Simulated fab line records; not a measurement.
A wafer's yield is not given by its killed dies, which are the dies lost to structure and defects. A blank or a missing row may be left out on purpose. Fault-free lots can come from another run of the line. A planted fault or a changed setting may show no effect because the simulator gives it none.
Matching of chambers :: flow nand harc :: 4 sister chambers for NHARC_P_CONTACT_STRIP_28 on rie diel-13
The step strips in O2. 4 wafers are shown with their chamber, then 8 later ones without.

## WAFERS PAIRED WITH THEIR CHAMBERS
wafer: L120.4
chamber: 3
drypump motor current A (A): 5.29

wafer: L120.5
chamber: 0
drypump motor current A (A): 5.57

wafer: L122.1
chamber: 2
drypump motor current A (A): 5.81

wafer: L122.6
chamber: 1
drypump motor current A (A): 5.66

## WAFERS WITHOUT THEIR CHAMBER
wafer: L126.1
drypump motor current A (A): 5.29

wafer: L126.4
drypump motor current A (A): 5.65

wafer: L126.5
drypump motor current A (A): 5.83

wafer: L135.2
drypump motor current A (A): 5.83

wafer: L135.5
drypump motor current A (A): 5.83

wafer: L137.1
drypump motor current A (A): 5.55

wafer: L137.2
drypump motor current A (A): 5.34

wafer: L137.3
drypump motor current A (A): 5.81

## CHAMBER TAKEN BY EACH
wafer: L126.1
from the rows above: 3
in truth: 3

wafer: L126.4
from the rows above: 1
in truth: 1

wafer: L126.5
from the rows above: 2
in truth: 2

wafer: L135.2
from the rows above: 2
in truth: 2

wafer: L135.5
from the rows above: 2
in truth: 2

wafer: L137.1
from the rows above: 0
in truth: 0

wafer: L137.2
from the rows above: 3
in truth: 3

wafer: L137.3
from the rows above: 2
in truth: 2
8 of 8 placed correctly. Not placeable from these rows: 0. 0 placed wrongly.
How it was worked out, from the rows above alone: a wafer's distance from a chamber is the root of the sum, over the readings, of the square of ((its reading less the chamber's mean) divided by the reading's scatter). The wafer belongs to the nearest chamber; if the next one is less than 2 further off, it can't be placed. For every chamber, the mean is computed from those of its wafers that are shown. The scatter: root of mean squared gap, hidden wafer to nearest shown wafer, with one shown wafer a chamber.
